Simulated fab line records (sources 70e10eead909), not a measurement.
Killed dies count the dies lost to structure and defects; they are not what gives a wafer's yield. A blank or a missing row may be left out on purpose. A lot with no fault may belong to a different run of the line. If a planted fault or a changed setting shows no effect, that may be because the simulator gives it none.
Chamber matching + flow nand harc + NHARC_P_M2_CMP_23 on cmp-04 has 4 sister chambers
The step polishes, t overpolish 20 s, target thk 144.3 nm. 22 wafers are shown with their chamber, then 11 later ones without.

## WAFERS, EACH WITH ITS CHAMBER
| wafer  | chamber | motor current A (A) | time to endpoint s (s) | slurry flow ml min |
|--------|---------|---------------------|------------------------|--------------------|
| L076.1 | 0       | 12.7                | 32                     | 149.3              |
| L076.4 | 1       | 12.7                | 30                     | 150.4              |
| L076.5 | 1       | 12.1                | 30                     | 150.5              |
| L078.1 | 1       | 12.3                | 34                     | 149.8              |
| L078.2 | 2       | 13.9                | 27                     | 149.8              |
| L078.6 | 2       | 13.6                | 30                     | 149.3              |
| L079.2 | 2       | 15.0                | 26                     | 150.2              |
| L079.4 | 0       | 12.3                | 30                     | 149.7              |
| L079.5 | 2       | 15.0                | 25                     | 149.8              |
| L081.1 | 0       | 13.0                | 32                     | 149.0              |
| L081.4 | 1       | 12.4                | 32                     | 150.3              |
| L081.5 | 0       | 12.6                | 30                     | 149.1              |
| L082.3 | 2       | 13.7                | 27                     | 149.6              |
| L082.4 | 0       | 12.3                | 29                     | 150.8              |
| L082.5 | 2       | 14.8                | 29                     | 150.0              |
| L084.1 | 1       | 11.9                | 34                     | 150.2              |
| L084.4 | 3       | 11.0                | 25                     | 150.3              |
| L084.5 | 3       | 11.1                | 25                     | 150.1              |
| L086.1 | 1       | 12.5                | 31                     | 150.2              |
| L086.3 | 3       | 11.1                | 22                     | 149.8              |
| L086.4 | 0       | 12.4                | 31                     | 150.3              |
| L089.2 | 0       | 12.3                | 32                     | 150.4              |

SIGNATURES (means of the wafers above)
| reading            | chamber 0 | chamber 1 | chamber 2 | chamber 3 | scatter within a chamber |
|--------------------|-----------|-----------|-----------|-----------|--------------------------|
| motor current A    | 12.514    | 12.317    | 14.333    | 11.067    | 0.413                    |
| time to endpoint s | 30.86     | 31.83     | 27.33     | 24.00     | 1.65                     |
| slurry flow ml min | 149.800   | 150.233   | 149.783   | 150.067   | 0.466                    |
Rule: for each reading, subtract the chamber's mean from the wafer's reading, divide by that reading's scatter and square the result; add these up over the readings and take the root, which gives the wafer's distance from the chamber. If the next closest chamber is less than 2 further off than the closest, the wafer can't be placed; otherwise it belongs to the closest. How the scatter is found: for the shown wafers, subtract from each reading the mean of its chamber, square and add these, divide the total by (wafers less chambers), then take the root.

## WAFERS WHOSE CHAMBER IS MISSING
| wafer  | motor current A (A) | time to endpoint s (s) | slurry flow ml min |
|--------|---------------------|------------------------|--------------------|
| L089.4 | 13.0                | 33                     | 149.8              |
| L089.5 | 12.3                | 31                     | 149.2              |
| L088.2 | 14.4                | 27                     | 150.1              |
| L088.5 | 13.8                | 27                     | 150.1              |
| L088.6 | 11.1                | 23                     | 150.0              |
| L093.1 | 12.1                | 29                     | 150.3              |
| L093.2 | 14.5                | 25                     | 149.4              |
| L093.5 | 11.1                | 22                     | 150.3              |
| L097.1 | 12.1                | 29                     | 149.5              |
| L097.3 | 11.1                | 22                     | 149.9              |
| L097.5 | 14.3                | 24                     | 150.1              |

## CHAMBER TAKEN BY EACH
| wafer  | from the rows above     | in truth |
|--------|-------------------------|----------|
| L089.4 | can't be placed: 0 or 1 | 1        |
| L089.5 | can't be placed: 0 or 1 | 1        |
| L088.2 | 2                       | 2        |
| L088.5 | 2                       | 2        |
| L088.6 | 3                       | 3        |
| L093.1 | can't be placed: 1 or 0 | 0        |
| L093.2 | 2                       | 2        |
| L093.5 | 3                       | 3        |
| L097.1 | can't be placed: 0 or 1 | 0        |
| L097.3 | 3                       | 3        |
| L097.5 | 2                       | 2        |
Correct placement for 7 of the 11. From these rows, 4 cannot be placed; in 4 the true chamber is one of the candidates. Placed wrongly: 0.
